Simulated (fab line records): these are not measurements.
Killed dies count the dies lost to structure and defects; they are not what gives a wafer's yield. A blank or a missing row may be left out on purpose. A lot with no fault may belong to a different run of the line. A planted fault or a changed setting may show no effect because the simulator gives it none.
2 desks looking at one fault | flow n5_finfet | numbers are kept per desk, each desk with only its own; the story behind them comes last

THE METROLOGY DESK
What the gauges read for every lot (on any tool): the sampled wafers with a number, averaged. Marked OUT: a lot whose mean sits more than 4 standard deviations from the usual mean, which makes it out of limits; the brackets give that distance. Shown here are 7 of its 12 readings, the ones lying furthest out on some lot.
Columns: A = cd_nm at N5_SDB_CD_MEAS_11, usual 50.3 nm; B = DIBL_P at N5_BEOL_M4_RC_MEAS_101, usual 36.1 mV/V; C = IOFF_N at N5_BEOL_M4_RC_MEAS_101, usual 0.160 nA/um; D = IOFF_P at N5_BEOL_M4_RC_MEAS_101, usual 0.21 nA/um; E = SS_N at N5_BEOL_M4_RC_MEAS_101, usual 71.5 mV/dec; F = VT_N at N5_BEOL_M4_RC_MEAS_101, usual 250 mV; G = VT_P at N5_BEOL_M4_RC_MEAS_101, usual -249 mV
lot  | first seen here | A    | B    | C     | D    | E    | F   | G
L737 | day 3 17:08     | 50.9 | 35.1 | 0.144 | 0.19 | 71.7 | 251 | -253
L738 | day 4 00:06     | 48.1 | 35.5 | 0.161 | 0.22 | 71.4 | 251 | -249
L741 | day 4 21:51     | 51.8 | 35.5 | 0.146 | 0.20 | 70.9 | 250 | -250
L743 | day 5 06:50     | 50.8 | 37.1 | 0.166 | 0.21 | 71.4 | 250 | -252
L747 | day 6 08:54     | 50.5 | 37.4 | 0.165 | 0.25 | 72.9 | 249 | -243
L750 | day 7 00:23     | 50.6 | 37.6 | 0.204 | 0.28 | 72.0 | 246 | -245
L753 | day 7 17:46     | 50.4 | 36.3 | 0.158 | 0.22 | 71.5 | 249 | -248
L754 | day 7 23:44     | 50.8 | 36.6 | 0.167 | 0.20 | 71.2 | 248 | -250
L759 | day 9 07:20     | 50.8 | 35.5 | 0.149 | 0.22 | 71.4 | 251 | -248
L760 | day 9 15:27     | 50.4 | 39.4 | 0.202 | 0.29 | 71.9 | 245 | -243
Finding of this desk: none of the 10 lots has anything out of limits.

FOR THE TOOL OWNER'S DESK: pecvd-04
The tool's own readings at N5_SDB_HM_DEP_00 (deposits SiNx from SiH4/NH3/N2, target thk 40 nm, time 35.3 s): means of the sampled wafers that have a number, for each lot that ran on this tool. Marked OUT: a lot whose mean sits more than 4 standard deviations from the usual mean, which makes it out of limits; the brackets give that distance.
Columns: A = chamber_pressure_Torr at N5_SDB_HM_DEP_00, usual 1.500 Torr; B = heater_power_w at N5_SDB_HM_DEP_00, usual 784 W; C = showerhead_plenum_p_Torr at N5_SDB_HM_DEP_00, usual 5.10 Torr; D = throttle_valve_pct at N5_SDB_HM_DEP_00, usual 39.8 %
lot  | first seen here | A     | B   | C    | D
L737 | day 3 16:41     | 1.502 | 803 | 5.10 | 38.6
L743 | day 5 06:23     | 1.497 | 822 | 5.08 | 39.2
L747 | day 6 08:34     | 1.500 | 794 | 5.13 | 39.2
L750 | day 6 23:55     | 1.499 | 712 | 5.05 | 40.0
Finding of this desk: none of the 4 lots has anything out of limits.

ALL TOGETHER
The metrology desk saw nothing out of limits.
Nothing out of limits was seen by the tool owner's desk.

WHAT WAS PUT IN BY THE SIMULATOR
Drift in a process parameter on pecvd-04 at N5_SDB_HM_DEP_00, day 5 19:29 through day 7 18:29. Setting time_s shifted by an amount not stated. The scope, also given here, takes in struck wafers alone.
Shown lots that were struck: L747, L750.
